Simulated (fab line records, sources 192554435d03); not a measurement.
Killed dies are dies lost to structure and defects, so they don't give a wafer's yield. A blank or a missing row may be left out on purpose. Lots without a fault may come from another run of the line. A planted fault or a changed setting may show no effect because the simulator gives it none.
A struck lot beside a sound one | flow n5_finfet | 31 steps out of a route of 1938
Sound: wafers L833.1, L833.3, L833.6. Struck: wafers L835.2, L835.3, L835.6. The cause comes at the end.
At each step with rows: each side's tool, then ch and its chambers, then its first start. Under that, the readings that differ: sound wafers | struck wafers | difference of the means | sigmas: that difference in standard deviations of wafers without a fault.
alike: readings whose means differ by less than 2 such deviations, and words and numbers that are the same on both sides. not compared: withheld readings, readings that some wafer has no value for, bounds like >300 that may hide the same value, and numbers for which the record gives no deviation and whose values overlap.
The two part at a step that has a row with sigmas, a row that says differs or no value, or rows on one side only. Numbers that don't overlap but have no deviation are shown without sigmas and don't part them. A reading that every wafer of one side lacks parts them only if that side has two wafers or more.

first, 9 steps without rows for these wafers: N5_BEOL_M6_DESCUM_33 (chemistry O2, time 7 s); N5_BEOL_M6_ETCH_72 (etches underlayer in N2/H2, target depth 6.5 nm, time 5.2 s); N5_BEOL_M6_ETCH_65 (etches SiARC in CF4, target depth 15.6 nm, time 26 s); N5_BEOL_M6_ETCH_66 (etches SOC in N2/H2, target depth 80 nm, overetch 16 nm, time 120 s); N5_BEOL_M6_STRIP_69 (strips in N2/H2); N5_BEOL_M6_STRIP_73 (strips in N2/H2); N5_BEOL_M6_VIA_ETCH_34 (etches SiCOH lowk in C4F6/O2, target depth 126.3 nm, time 50.9 s); N5_BEOL_M6_STRIP_76 (strips in C4F6/O2); N5_BEOL_M6_STRIP_36 (strips in N2/H2).
N5_BEOL_M6_TRENCH_ETCH_37: etches SiCOH lowk in C4F6/O2, target depth 94.435 nm, time 31.5 s.
  sound on rie_diel-02 ch 1,3, day 9 13:43; struck on rie_diel-06 ch 1,2,3, day 9 21:15
  reading                                    | sound             | struck            | difference | sigmas
  run_length_s (s)                           | 54.7 55.3 54.6    | 48.5 47.9 48.6    | -6.5       | -17
  time_s (s)                                 | 31.5 31.5 31.5    | 22.05 22.05 22.05 | -9.45      |
  model.etch.depth_nm (nm)                   | 94.74 94.08 94.52 | 66.3 65.54 66     | -28.5      |
  model.BEOL_M6.feature_depth_nm (nm)        | 94.8 94 94.6      | 66.4 65.6 66      | -28.5      |
  model.TiN_of_BEOL_M6_HM_DEP_02.thk_nm (nm) | 16.8 16.8 16.8    | 18.2 18.2 18.2    | +1.4       |
  alike: drypump_motor_current_A, oes_product_au, rf_vpp_V, showerhead_plenum_p_Torr, throttle_valve_pct
  not compared: rf_hours_counter_h
then, 2 steps without rows for these wafers: N5_BEOL_M6_ETCH_41 (etches SiCN in CH3F/O2, target depth 29.7 nm, time 52 s); N5_BEOL_M6_STRIP_80 (strips in N2/H2, time 10 s).
N5_BEOL_M6_OCD_MEAS_38:
  sound on ocd-02, day 9 13:52; struck on ocd-01, day 9 21:25
  reading              | sound          | struck         | difference | sigmas
  trench_depth_nm (nm) | 94.3 94.1 94.5 | 66.4 65.7 66.0 | -28.3      | -24
then, 13 steps without rows for these wafers: N5_BEOL_M6_HM_STRIP_39 (strips TiN in peroxide tin strip, target depth 25 nm, time 158 s); N5_BEOL_M6_SRD_40 (time 30 s); N5_BEOL_M6_PRECLEAN_42 (cleans in residue remover, time 60 s); N5_BEOL_M6_SRD_43 (time 30 s); N5_BEOL_M6_CURE_75 (cures SiCOH lowk, time 120 s); N5_BEOL_M6_DEGAS_44 (time 60 s); N5_BEOL_M6_PRE_CLEAN_45 (time 30 s); N5_BEOL_M6_ALD_77 (deposits TaN, target thk 2 nm, pulse time 2 s, purge time 3 s); N5_BEOL_M6_SURFACE_TREAT_79; N5_BEOL_M6_CVD_78 (deposits Co from CCTBA/H2, target thk 2 nm, time 142.3 s); N5_BEOL_M6_SPUTTER_48 (material Cu, target thk 10 nm, time 1.667 s); N5_BEOL_M6_ECD_50 (material Cu, target thk 300 nm); N5_BEOL_M6_ANNEAL_51 (time 90 s).
N5_BEOL_M6_CMP_52: polishes, stops on SiCOH lowk, t overpolish 6.9 s, target thk 80 nm.
  sound on cmp-04 ch 1,3, day 9 16:08; struck on cmp-03 ch 2,3, day 10 00:13
  reading                                | sound          | struck         | difference | sigmas
  model.Cu_of_BEOL_M6_ECD_50.thk_nm (nm) | 80.6 80.2 79.4 | 53.2 52.2 53.2 | -27.2      |
  alike: barrier_field_endpoint_s, motor_current_A, overpolish_run_s, time_to_endpoint_s
N5_BEOL_M6_THK_MEAS_53: measures by xrf.
  sound on film_metro-01, day 9 16:26; struck on film_metro-02, day 10 00:31
  reading     | sound          | struck         | difference | sigmas
  M6_THK (nm) | 79.4 79.4 78.9 | 53.6 52.2 53.5 | -26.1      | -15
then, 2 steps without rows for these wafers: N5_BEOL_M6_PRE_CLEAN_55 (time 15 s); N5_BEOL_M6_DEP_56 (deposits SiCN from 3MS/NH3, target thk 10 nm, time 17.5 s).
N5_BEOL_M6_RS_MEAS_57: measures by four-point-probe.
  sound on film_metro-02, day 9 16:34; struck on film_metro-02, day 10 00:39
  reading        | sound             | struck            | difference | sigmas
  M6_RS (ohm/sq) | 0.285 0.286 0.289 | 0.470 0.479 0.469 | +0.186     | +29

WHERE THEY PART
First at N5_BEOL_M6_TRENCH_ETCH_37; last, within this record, at N5_BEOL_M6_RS_MEAS_57.

WHY: what the simulator had put in
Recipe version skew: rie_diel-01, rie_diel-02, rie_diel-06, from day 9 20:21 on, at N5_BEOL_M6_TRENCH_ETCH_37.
